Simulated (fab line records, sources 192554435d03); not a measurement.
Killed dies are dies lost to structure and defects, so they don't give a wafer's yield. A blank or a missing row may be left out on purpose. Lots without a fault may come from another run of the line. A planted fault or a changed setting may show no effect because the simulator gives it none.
A struck lot beside a sound one | flow n5_finfet | 36 steps out of a route of 1938
Sound: wafers L906.1, L906.5, L906.6. Struck: wafer L907.3. (L907.2, L907.5 of the same lot were not struck and are left out.) The cause comes at the end.
At each step with rows: each side's tool, then ch and its chambers, then its first start. Under that, the readings that differ: sound wafers | struck wafers | difference of the means | sigmas: that difference in standard deviations of wafers without a fault.
alike: readings whose means differ by less than 2 such deviations, and words and numbers that are the same on both sides. not compared: withheld readings, readings that some wafer has no value for, bounds like >300 that may hide the same value, and numbers for which the record gives no deviation and whose values overlap.
The two part at a step that has a row with sigmas, a row that says differs or no value, or rows on one side only. Numbers that don't overlap but have no deviation are shown without sigmas and don't part them. A reading that every wafer of one side lacks parts them only if that side has two wafers or more.

first, 8 steps without rows for these wafers: N5_BEOL_M3_ANNEAL_51 (time 90 s); N5_BEOL_M3_CMP_52 (polishes, stops on SiOC, t overpolish 6.8 s, target thk 40 nm); N5_BEOL_M3_PRE_CLEAN_60 (time 15 s); N5_BEOL_M3_CO_CAP_55 (material Co, precursor CCTBA/H2, target thk 2 nm, time 102.1 s); N5_BEOL_M3_PRE_CLEAN_56 (time 15 s); N5_BEOL_M3_DEP_57 (deposits SiCN from 3MS/NH3, target thk 8 nm, time 14 s); N5_BEOL_M4_ILD_DEP_00 (deposits SiOC from DEMS/O2, target thk 79 nm, time 15.3 s); N5_BEOL_M4_PECVD_72 (deposits SiO2 from TEOS/O2, target thk 16 nm, time 18 s).
N5_BEOL_M4_HM_DEP_02: deposits TiN, target thk 20 nm.
  sound on pvd_sputter-02, day 12 18:13; struck on pvd_sputter-02, day 12 19:17
  reading                                    | sound          | struck | difference | sigmas
  model.TiN_of_BEOL_M4_HM_DEP_02.thk_nm (nm) | 20.4 20.4 20.2 | 14.8   | -5.5       |
  alike: throttle_valve_pct
then, 16 steps without rows for these wafers: N5_BEOL_M4_COAT_61 (time 60 s, resist thk 60 nm); N5_BEOL_M4_COAT_62 (time 60 s, resist thk 12 nm); N5_BEOL_M4_COAT_73 (time 60 s, resist thk 5 nm); N5_BEOL_M4_COAT_05 (resist thk 30 nm); N5_BEOL_M4_EBR_07; N5_BEOL_M4_SOFTBAKE_06 (time 60 s); N5_BEOL_M4_EXPOSE_08 (exposes mask M4); N5_BEOL_M4_PEB_09 (peb time 60 s); N5_BEOL_M4_DEVELOP_10 (develop time 30 s); N5_BEOL_M4_DESCUM_16 (chemistry O2, time 7 s); N5_BEOL_M4_ETCH_74 (etches underlayer in N2/H2, target depth 6.5 nm, time 5.2 s); N5_BEOL_M4_ETCH_63 (etches SiARC in CF4, target depth 15.6 nm, time 26 s); N5_BEOL_M4_ETCH_64 (etches SOC in N2/H2, target depth 75 nm, overetch 22.5 nm, time 121.9 s); N5_BEOL_M4_STRIP_65 (strips in N2/H2); N5_BEOL_M4_STRIP_75 (strips in N2/H2); N5_BEOL_M4_STRIP_66 (strips in CF4).
N5_BEOL_M4_HM_OPEN_17: chemistry Cl2/BCl3, target TiN, target depth 20 nm, overetch 6 nm.
  sound on rie_metal-01 ch 0,1, day 12 19:07; struck on rie_metal-01 ch 1, day 12 20:35
  reading                  | sound             | struck | difference | sigmas
  model.etch.depth_nm (nm) | 20.36 20.32 20.22 | 14.73  | -5.57      |
  alike: drypump_motor_current_A, oes_product_au, throttle_valve_pct
  not compared: rf_hours_counter_h
then, 8 steps without rows for these wafers: N5_BEOL_M4_STRIP_19 (strips in O2); N5_BEOL_M4_COAT_67 (time 60 s, resist thk 60 nm); N5_BEOL_M4_COAT_68 (time 60 s, resist thk 12 nm); N5_BEOL_M4_COAT_76 (time 60 s, resist thk 5 nm); N5_BEOL_M4_COAT_22 (resist thk 30 nm); N5_BEOL_M4_EBR_24; N5_BEOL_M4_SOFTBAKE_23 (time 60 s); N5_BEOL_M4_EXPOSE_25 (exposes mask V3, defocus 5 nm).
N5_BEOL_M4_TRENCH_ETCH_37: etches SiOC in C4F6/O2, target depth 55.555 nm, time 29.2 s.
  sound on rie_diel-01 ch 1,2,3; struck on rie_diel-05 ch 1
  reading                                    | sound       | struck | difference | sigmas
  drypump_motor_current_A (A)                | 5.7 5.2 5.0 | 6.6    | +1.3       | +3
  model.TiN_of_BEOL_M4_HM_DEP_02.thk_nm (nm) | 18 18 17.8  | 12.4   | -5.5       |
  alike: oes_product_au, rf_vpp_V, showerhead_plenum_p_Torr, throttle_valve_pct
  not compared: rf_hours_counter_h
N5_BEOL_M4_RC_MEAS_101:
  sound on prober-02 ch 0, day 13 02:02; struck on prober-01 ch 0, day 13 17:13
  reading       | sound          | struck | difference | sigmas
  DIBL_P (mV/V) | 35.5 34.5 33.7 | 38.4   | +3.8       | +3
  ION_P (uA/um) | 468 470 464    | 454    | -13        | -2
  SS_N (mV/dec) | 71.2 71.1 70.7 | 72.4   | +1.4       | +3
  SS_P (mV/dec) | 72.8 72.5 72.7 | 74.0   | +1.3       | +2
  alike: DIBL_N, IOFF_N, IOFF_P, ION_N, VT_N, VT_P

WHERE THEY PART
First at N5_BEOL_M4_TRENCH_ETCH_37; last, within this record, at N5_BEOL_M4_RC_MEAS_101.

WHY: what the simulator had put in
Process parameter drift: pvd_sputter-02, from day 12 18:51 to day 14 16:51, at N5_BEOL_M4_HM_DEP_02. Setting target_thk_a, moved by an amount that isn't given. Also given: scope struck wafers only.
